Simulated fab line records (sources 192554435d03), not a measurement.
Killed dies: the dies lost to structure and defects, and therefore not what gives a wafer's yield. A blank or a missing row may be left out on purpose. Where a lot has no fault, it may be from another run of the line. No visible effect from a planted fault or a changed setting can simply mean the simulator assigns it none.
One fault through the eyes of 3 desks ; flow n5-finfet ; numbers are kept per desk, each desk with only its own; the story behind them comes last

== THE TOOL OWNER'S DESK: rie-diel-02 ==
The tool's own readings at N5_BEOL_M11_ETCH_66 (etches SOC in N2/H2, target depth 120 nm, overetch 24 nm, time 180 s): means of the sampled wafers that have a number, for each lot that ran on this tool. Marked OUT: a lot whose mean sits more than 4 standard deviations from the usual mean, which makes it out of limits; the brackets give that distance.
Columns: A = drypump-motor-current-A at N5_BEOL_M11_ETCH_66, usual 5.8 A; B = oes-product-au at N5_BEOL_M11_ETCH_66, usual 0.67 a.u.; C = rf-fwd-power-W at N5_BEOL_M11_ETCH_66, usual 836.3 W; D = rf-vpp-V at N5_BEOL_M11_ETCH_66, usual 525.1 V; E = showerhead-plenum-p-Torr at N5_BEOL_M11_ETCH_66, usual 2.59 Torr; F = throttle-valve-pct at N5_BEOL_M11_ETCH_66, usual 17.83 %
lot;first seen here;A;B;C;D;E;F
L398;day 13 13:20;5.9;0.72;837.9;526.4;2.62;17.74
L406;day 16 14:23;6.2;0.69;835.7;526.6;2.63;17.74
L408;day 16 22:56;6.2;0.69;840.7;525.4;2.63;17.75
L409;day 17 06:42;5.9;0.68;834.9;525.6;2.61;17.79
This desk's verdict: no lot among the 4 shows anything out of limits.

== THE DEFECT DESK ==
Lot by lot, what the route's inspections counted, given as the mean of those sampled wafers with a number. Marked OUT: a lot whose mean sits more than 4 standard deviations from the usual mean, which makes it out of limits; the brackets give that distance.
Columns: A = raw-defect-count at N5_BEOL_M11_INSPECT_30, usual 407
lot;first seen here;A
L390;day 11 19:40;447
L393;day 12 16:24;487
L398;day 13 13:10;291
L399;day 14 08:11;376
L406;day 16 14:13;390
L408;day 16 22:29;374
L409;day 17 06:35;241
This desk's verdict: no lot among the 7 shows anything out of limits.

== FROM THE METROLOGY DESK ==
Means of the sampled wafers that have a number, per lot and without regard to the tool the lot ran on: this is what the gauges read. Marked OUT: a lot whose mean sits more than 4 standard deviations from the usual mean, which makes it out of limits; the brackets give that distance.
Columns: A = cd-nm at N5_BEOL_M11_CD_MEAS_28, usual 70.1 nm; B = V10_OVL at N5_BEOL_M11_OVL_MEAS_29, usual -0.2 nm
lot;first seen here;A;B
L390;day 11 19:37;69.7;1.1
L393;day 12 16:20;70.3;-0.9
L398;day 13 13:06;69.4;0.6
L399;day 14 08:08;69.5;0.4
L406;day 16 14:10;70.1;-0.6
L408;day 16 22:26;71.2;0.3
L409;day 17 06:32;69.7;0.5
This desk's verdict: no lot among the 7 shows anything out of limits.

== TAKEN TOGETHER ==
The desk of the tool owner found nothing out of limits.
Nothing the defect desk looked at was out of limits.
Metrology desk: nothing out of limits seen.

== WHAT THE SIMULATOR PUT IN ==
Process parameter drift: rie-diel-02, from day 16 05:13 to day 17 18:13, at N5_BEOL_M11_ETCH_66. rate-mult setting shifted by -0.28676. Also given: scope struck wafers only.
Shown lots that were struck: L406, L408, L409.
